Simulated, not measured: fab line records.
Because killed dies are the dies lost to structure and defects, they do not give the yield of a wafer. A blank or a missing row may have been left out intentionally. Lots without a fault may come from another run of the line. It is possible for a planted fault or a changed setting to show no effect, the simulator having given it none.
fab line records ; flow n5_finfet ; part 2 of 2: steps 5 to 6 of 6
record: lots: 19; wafers: 57; last_day: 18
route steps=1938 shown BEOL_M4@1034
lots that met no fault: from a run of the same line without faults
start_h: start of the lot's first displayed wafer, in hours after the record's first day ; wait_h: time in hours since the lot's previous step ; " same as the row above ; L1.1+2: a row that stands for several wafers ; - value missing, or start not given ; * or withheld: withheld ; < > ~ a bound
route shown NAME@n: names a module that has steps shown in the file, with the first one's number in the route ; usual: mean and standard deviation over wafers with no fault ; same: alike in all rows ; chamber/n: place in a boat ; sites: each site's reading ; _std_site: the standard deviation of these ; _edge_site: outer sites' mean less inner sites' ; radius_mm: for every site, how far away it sits from the centre of the wafer ; mask NAME#n: copy n ; behind: the most recent tool/chamber to have shaped the wafer ; hold: the reason the lot was held/the length of the hold in hours/how it ended ; device: the transistor (n, p or np) that didn't switch ; end of line: at the end of the route, the tests of the same wafers ; a step without rows: its recipe alone ; killed: dies lost to structure and defects at the first sort, not the wafer's yield ; map: per-die view of a wafer (x killed, . not killed, _ where there is no die)
set.NAME: the run value of the setting; set.NAME@STEP: its run value at that earlier step ; model.NAME: the simulator's own value behind a step, which no gauge read
one table for each step of the route and one row for each wafer, over a sample of lots
services: the hour from which a tool's chamber was out of use, counted from the record's first day as start_h (under 0 if before that day), plus the number of hours and why
== steps ==
step: N5_BEOL_M4_ETCH_69
recipe: chemistry: CF4; target: SiARC; target_depth_a: 156; mask_material: CAR-EUV; time_s: 26; ion_energy_ev: 80; pressure_mtorr: 40; source_w: 545; bias_w: 36; Ar_flow_sccm: 100; cf4_flow_sccm: 100; ends: cleared
usual: chamber_pressure_mTorr: 40.01/0.058; drypump_motor_current_A: 5.8/0.42; etch_rf_on_time_s: 25.9/0.61; oes_product_au: 0.66/0.085; rf_fwd_power_W: 532.6/2.1; rf_vpp_V: 183.8/1.3; showerhead_plenum_p_Torr: 2.12/0.081; throttle_valve_pct: 15.60/0.22
lot.wafer;tool;chamber;start_h;wait_h;chamber_pressure_mTorr;drypump_motor_current_A;etch_rf_on_time_s;oes_product_au;rf_fwd_power_W;rf_hours_counter_h;rf_vpp_V;showerhead_plenum_p_Torr;throttle_valve_pct
L074.2;rie_diel-02;0;165.61;0.0;40.00;6.3;25.6;0.65;534.1;141;181.1;1.97;15.67
L074.3;rie_diel-02;1;165.61;0.0;39.93;5.4;26.8;0.62;531.7;178;185.7;2.23;15.49
L074.6;rie_diel-02;0;165.61;0.0;40.02;6.4;25.5;0.65;533.1;-;182.7;1.97;15.67
L075.1;rie_diel-02;0;166.42;0.0;40.00;6.3;25.8;0.65;534.1;142;180.7;1.97;15.68
L075.3;rie_diel-02;2;166.42;0.0;39.92;5.7;27.1;0.58;534.2;243;184.9;2.11;15.93
L075.5;rie_diel-02;2;166.42;0.0;40.01;5.7;26.9;0.58;533.7;-;184.5;2.11;15.91
L076.2;rie_diel-02;1;172.64;0.0;39.98;5.4;26.7;0.61;532.2;181;185.0;2.22;15.51
L076.3;rie_diel-02;0;172.64;0.0;40.01;6.3;25.6;0.64;533.8;144;181.0;1.97;15.67
L076.5;rie_diel-02;1;172.64;0.0;40.04;5.4;26.7;0.62;529.4;-;185.0;2.22;15.50
L077.3;rie_diel-02;3;182.17;0.0;40.00;6.0;25.4;0.72;532.7;48;183.4;2.08;15.57
L077.5;rie_diel-02;3;182.17;0.0;40.03;6.0;25.4;0.73;530.5;-;183.4;2.08;15.57
L077.6;rie_diel-02;2;182.17;0.0;39.98;5.8;26.7;0.58;531.8;-;183.5;2.11;15.92
L078.2;rie_diel-02;2;185.30;0.0;40.01;5.8;26.9;0.58;529.8;249;182.4;2.11;15.93
L078.4;rie_diel-02;0;185.30;0.0;39.97;6.3;25.7;0.64;535.3;147;182.9;1.97;15.66
L078.6;rie_diel-02;3;185.30;0.0;39.98;5.9;25.7;0.73;530.6;-;184.9;2.08;15.58
L079.2;rie_diel-02;1;194.88;0.0;40.03;5.4;26.7;0.61;529.3;189;183.0;2.22;15.52
L079.3;rie_diel-02;0;194.88;0.0;40.01;6.4;25.9;0.64;531.4;152;181.6;1.97;15.68
L079.6;rie_diel-02;1;194.88;0.0;39.95;5.4;26.9;0.62;533.1;-;185.7;2.22;15.51
L080.1;rie_diel-02;0;195.14;0.0;40.05;6.3;25.8;0.63;533.6;152;182.7;1.97;15.69
L080.3;rie_diel-02;3;195.14;0.0;40.01;5.9;25.7;0.72;532.5;53;182.0;2.08;15.57
L080.5;rie_diel-02;3;195.14;0.0;40.55;5.9;25.5;0.72;532.8;-;183.7;2.08;15.58
L081.1;rie_diel-03;0;202.41;0.0;39.96;6.3;26.1;0.57;532.5;246;182.6;2.11;15.87
L081.3;rie_diel-03;3;202.41;0.0;39.98;5.9;24.9;0.62;530.3;203;185.2;2.13;15.47
L081.6;rie_diel-03;2;202.41;0.0;40.02;5.5;24.9;0.58;530.5;-;184.4;2.11;15.72
L083.3;rie_diel-05;0;210.94;0.0;40.00;5.8;25.7;0.59;536.7;232;184.0;2.20;15.58
L083.4;rie_diel-05;1;210.94;0.0;40.06;5.1;25.4;0.60;531.0;227;185.6;2.19;15.90
L083.5;rie_diel-05;2;210.94;0.0;40.00;5.5;25.8;0.76;531.4;-;184.2;2.10;15.25
L082.2;rie_diel-03;0;220.89;0.0;40.01;6.3;26.2;0.58;530.7;254;184.6;2.10;15.88
L082.3;rie_diel-03;3;220.89;0.0;40.04;5.9;25.1;0.61;529.6;211;183.2;2.12;15.49
L082.5;rie_diel-03;3;220.89;0.0;39.98;5.9;25.4;0.61;530.1;-;184.2;2.12;15.50
L086.1;rie_diel-02;0;236.84;0.0;39.97;6.3;25.9;0.63;533.0;168;181.8;1.96;15.73
L086.4;rie_diel-02;1;236.84;0.0;40.00;5.4;26.7;0.60;527.6;207;186.0;2.22;15.56
L086.6;rie_diel-02;3;236.84;0.0;39.97;5.9;25.7;0.71;529.8;-;182.7;2.07;15.60
L088.2;rie_diel-03;1;249.57;0.0;40.04;6.4;26.4;0.64;534.3;147;183.3;2.14;15.65
L088.5;rie_diel-03;3;249.57;0.0;40.02;5.9;25.1;0.60;532.0;-;183.8;2.12;15.52
L088.6;rie_diel-03;0;249.57;0.0;40.05;6.3;25.2;0.86;532.2;-;182.9;2.10;15.37
L089.4;rie_diel-05;0;249.80;0.0;40.02;5.8;26.1;0.58;536.7;246;183.9;2.19;15.58
L089.5;rie_diel-05;0;249.80;0.0;40.02;5.7;26.0;0.59;538.0;-;184.2;2.19;15.59
L089.6;rie_diel-05;1;249.80;0.0;39.99;5.1;26.0;0.58;533.2;-;184.4;2.19;15.91
L090.1;rie_diel-03;2;255.32;0.0;39.96;5.4;24.8;0.83;533.4;14;182.7;2.10;15.24
L090.2;rie_diel-03;0;255.32;0.0;39.99;6.3;25.2;0.86;534.3;4;185.1;2.10;15.37
L090.6;rie_diel-03;2;255.32;0.0;39.97;5.5;24.6;0.83;530.9;-;183.8;2.10;15.25
L091.1;rie_diel-05;2;260.37;0.0;39.99;5.5;26.5;0.73;531.6;47;183.9;2.09;15.29
L091.3;rie_diel-05;3;260.37;0.0;39.96;6.5;26.1;0.58;534.4;232;184.8;2.19;15.94
L091.5;rie_diel-05;3;260.37;0.0;40.01;6.5;26.0;0.58;536.1;-;184.0;2.19;15.91
L092.1;rie_diel-05;1;276.19;0.0;39.93;5.1;25.6;0.57;534.7;252;185.3;2.18;15.95
L092.2;rie_diel-05;3;276.19;0.0;39.99;6.5;25.3;0.60;533.1;238;184.5;2.19;15.93
L092.6;rie_diel-05;1;276.19;0.0;40.03;5.1;25.7;0.58;532.3;-;183.8;2.18;15.95
L094.1;rie_diel-05;3;285.79;0.0;39.99;6.5;25.3;0.59;533.1;243;183.9;2.19;15.95
L094.5;rie_diel-05;0;285.79;0.0;40.00;5.8;24.9;0.87;533.7;-;185.0;2.19;15.09
L094.6;rie_diel-05;2;285.79;0.0;39.92;5.5;26.4;0.72;530.2;-;183.1;2.09;15.31
L096.2;rie_diel-02;0;300.21;0.0;39.99;6.4;26.1;0.62;533.7;188;182.6;1.96;15.77
L096.3;rie_diel-02;3;300.21;0.0;40.05;6.0;25.6;0.69;535.1;92;183.2;2.06;15.66
L096.5;rie_diel-02;1;300.21;0.0;40.00;5.4;26.8;0.59;529.7;-;184.9;2.21;15.59
L097.1;rie_diel-05;1;311.36;0.0;40.07;5.1;24.8;0.84;532.8;7;184.4;2.18;15.47
L097.3;rie_diel-05;2;311.36;0.0;40.06;5.5;26.5;0.70;531.5;68;183.9;2.08;15.34
L097.5;rie_diel-05;1;311.36;0.0;40.08;5.2;24.8;0.84;532.6;-;183.8;2.18;15.47
step: N5_BEOL_M4_STRIP_36
recipe: chemistry: N2/H2; power_w: 450; temp_c: 40; pressure_mtorr: 20; rf_frequency_hz: 6e+07; overash_fraction: 0.3; bias_power_w: 7; h2_frac: 0.5; n2_flow_sccm: 200; h2_flow_sccm: 200
usual: chamber_pressure_mTorr: 20.002/0.028; drypump_motor_current_A: 5.9/0.39; oes_product_au: 0.79/0.11; rf_vpp_V: 58.8/1.5; showerhead_plenum_p_Torr: 2.51/0.084; throttle_valve_pct: 23.55/0.23
same: overash_fraction: 0.3
lot.wafer;tool;chamber;start_h;wait_h;chamber_pressure_mTorr;drypump_motor_current_A;oes_product_au;rf_hours_counter_h;rf_vpp_V;showerhead_plenum_p_Torr;throttle_valve_pct
L074.2;rie_diel-03;0;167.65;0.0;19.966;6.3;0.65;234;58.1;2.50;23.62
L074.3;rie_diel-03;1;167.65;0.0;20.030;6.3;0.77;116;59.6;2.54;23.48
L074.6;rie_diel-03;1;167.65;0.0;20.007;6.4;0.78;-;58.5;2.54;23.47
L075.1;rie_diel-05;2;167.89;0.0;20.030;5.5;0.94;14;58.9;2.48;23.18
L075.3;rie_diel-05;0;167.89;0.0;20.007;5.8;0.70;218;60.3;2.61;23.52
L075.5;rie_diel-05;0;167.89;0.0;19.982;5.7;0.70;-;60.9;2.61;23.54
L076.2;rie_diel-02;2;176.34;0.0;19.996;5.8;0.69;246;57.4;2.48;23.92
L076.3;rie_diel-02;3;176.34;0.0;20.016;5.9;0.85;46;58.5;2.46;23.48
L076.5;rie_diel-02;0;176.34;0.0;19.980;6.4;0.75;-;58.5;2.34;23.63
L077.3;rie_diel-02;3;183.17;0.0;19.998;6.0;0.84;48;58.5;2.46;23.50
L077.5;rie_diel-02;0;183.17;0.0;19.965;6.4;0.76;-;57.6;2.33;23.63
L077.6;rie_diel-02;3;183.17;0.0;19.987;6.0;0.85;-;57.1;2.46;23.52
L078.2;rie_diel-03;0;189.31;0.0;20.020;6.3;0.65;241;59.9;2.50;23.61
L078.4;rie_diel-03;1;189.31;0.0;19.976;6.4;0.77;124;59.0;2.54;23.51
L078.6;rie_diel-03;3;189.31;0.0;20.033;5.9;0.73;-;61.2;2.54;23.41
L080.1;rie_diel-02;1;195.86;0.0;19.988;5.4;0.72;189;59.5;2.64;23.68
L080.3;rie_diel-02;0;195.86;0.0;20.032;6.3;0.75;152;60.1;2.33;23.60
L080.5;rie_diel-02;0;195.86;0.0;20.014;6.4;0.74;-;59.4;2.33;23.62
L081.1;rie_diel-03;0;207.19;0.0;20.029;6.3;0.65;248;59.4;2.50;23.65
L081.3;rie_diel-03;1;207.19;0.0;19.982;6.4;0.76;130;60.4;2.53;23.51
L081.6;rie_diel-03;0;207.19;0.0;20.005;6.3;0.66;-;59.2;2.50;23.65
L079.2;rie_diel-05;0;207.22;0.0;20.005;5.7;0.70;232;61.5;2.60;23.56
L079.3;rie_diel-05;1;207.22;0.0;19.967;5.1;0.68;226;58.8;2.61;23.65
L079.6;rie_diel-05;2;207.22;0.0;19.944;5.5;0.92;-;58.0;2.48;23.19
L083.3;rie_diel-03;1;211.81;0.0;20.040;6.4;0.76;132;58.3;2.53;23.47
L083.4;rie_diel-03;1;211.81;0.0;20.001;6.4;0.76;-;57.4;2.53;23.49
L083.5;rie_diel-03;3;211.81;0.0;19.995;5.9;0.71;-;58.5;2.53;23.43
L082.2;rie_diel-03;1;224.39;0.0;19.967;6.3;0.76;135;59.1;2.53;23.50
L082.3;rie_diel-03;2;224.39;0.0;19.974;5.5;1.01;1;61.1;2.48;23.25
L082.5;rie_diel-03;3;224.39;0.0;20.047;5.9;0.71;-;56.6;2.53;23.42
L086.1;rie_diel-05;2;237.25;0.0;19.993;5.5;0.90;37;57.8;2.47;23.19
L086.4;rie_diel-05;1;237.25;0.0;19.948;5.1;0.69;237;56.7;2.61;23.69
L086.6;rie_diel-05;3;237.25;0.0;20.005;6.5;0.69;-;60.9;2.63;24.09
L088.2;rie_diel-02;1;252.99;0.0;19.968;5.4;0.71;212;59.5;2.63;23.72
L088.5;rie_diel-02;3;252.99;0.0;20.004;6.0;0.81;-;60.9;2.45;23.57
L088.6;rie_diel-02;0;252.99;0.0;20.025;6.4;0.73;-;59.2;2.32;23.67
L089.4;rie_diel-03;1;253.17;0.0;20.002;6.3;0.75;148;56.2;2.53;23.51
L089.5;rie_diel-03;0;253.17;0.0;20.017;6.3;1.01;-;60.3;2.49;23.33
L089.6;rie_diel-03;3;253.17;0.0;20.004;5.9;0.70;-;58.6;2.52;23.46
L090.1;rie_diel-02;0;262.38;0.0;19.983;6.3;0.72;177;59.3;2.32;23.67
L090.2;rie_diel-02;3;262.38;0.0;19.961;6.0;0.81;78;58.2;2.45;23.56
L090.6;rie_diel-02;3;262.38;0.0;20.000;6.0;0.82;-;56.8;2.45;23.56
L091.1;rie_diel-02;1;265.60;0.0;19.966;5.4;0.71;215;58.0;2.63;23.72
L091.3;rie_diel-02;2;265.60;0.0;19.936;5.8;0.91;22;57.1;2.47;23.58
L091.5;rie_diel-02;3;265.60;0.0;20.015;6.0;0.80;-;61.8;2.45;23.56
L092.1;rie_diel-05;3;279.40;0.0;20.008;6.5;0.68;240;61.3;2.62;24.09
L092.2;rie_diel-05;2;279.40;0.0;19.996;5.5;0.86;54;58.0;2.47;23.22
L092.6;rie_diel-05;3;279.40;0.0;20.014;6.5;0.67;-;57.8;2.62;24.15
L094.1;rie_diel-05;2;287.27;0.0;19.994;5.5;0.86;58;56.2;2.46;23.24
L094.5;rie_diel-05;2;287.27;0.0;20.018;5.5;0.87;-;57.4;2.46;23.24
L094.6;rie_diel-05;0;287.27;0.0;19.988;5.7;0.99;-;59.2;2.59;23.14
L096.2;rie_diel-02;3;303.00;0.0;20.035;6.0;0.80;93;60.5;2.44;23.61
L096.3;rie_diel-02;0;303.00;0.0;20.068;6.4;0.71;190;57.1;2.32;23.67
L096.5;rie_diel-02;2;303.00;0.0;20.020;5.8;0.87;-;58.7;2.47;23.59
L097.1;rie_diel-05;1;316.06;0.0;19.947;5.1;0.97;9;60.2;2.59;23.50
L097.3;rie_diel-05;2;316.06;0.0;19.970;5.5;0.86;70;58.1;2.46;23.27
L097.5;rie_diel-05;2;316.06;0.0;19.971;5.5;0.86;-;59.5;2.46;23.25
== services ==
tool;chamber;start_h;hours;kind
rie_diel-05;1;141.45;1.7;repair
rie_diel-02;2;188.84;-;clean
rie_diel-02;2;188.84;-;consumable_replace:focus_ring
rie_diel-02;2;188.84;16.3;scheduled_down
rie_diel-02;2;188.84;16.3;vent_cycle
rie_diel-03;2;203.59;-;clean
rie_diel-03;1;217.32;3.5;repair
rie_diel-05;3;253.97;1.8;repair
rie_diel-05;0;257.65;-;clean
rie_diel-05;0;257.65;-;consumable_replace:focus_ring
rie_diel-02;1;259.41;3.0;repair
rie_diel-02;0;272.35;6.4;repair
rie_diel-03;3;272.91;8.3;repair
rie_diel-05;1;279.73;-;clean
rie_diel-05;1;279.73;-;consumable_replace:focus_ring
rie_diel-05;1;279.73;13.1;scheduled_down
rie_diel-05;1;279.73;13.1;vent_cycle
rie_diel-05;3;304.19;-;clean
rie_diel-05;3;304.19;-;consumable_replace:focus_ring
rie_diel-05;3;304.19;26.9;scheduled_down
rie_diel-05;3;304.19;26.9;vent_cycle
rie_diel-03;2;308.08;2.5;repair
rie_diel-03;3;308.34;5.9;repair
rie_diel-03;1;314.59;8.3;repair
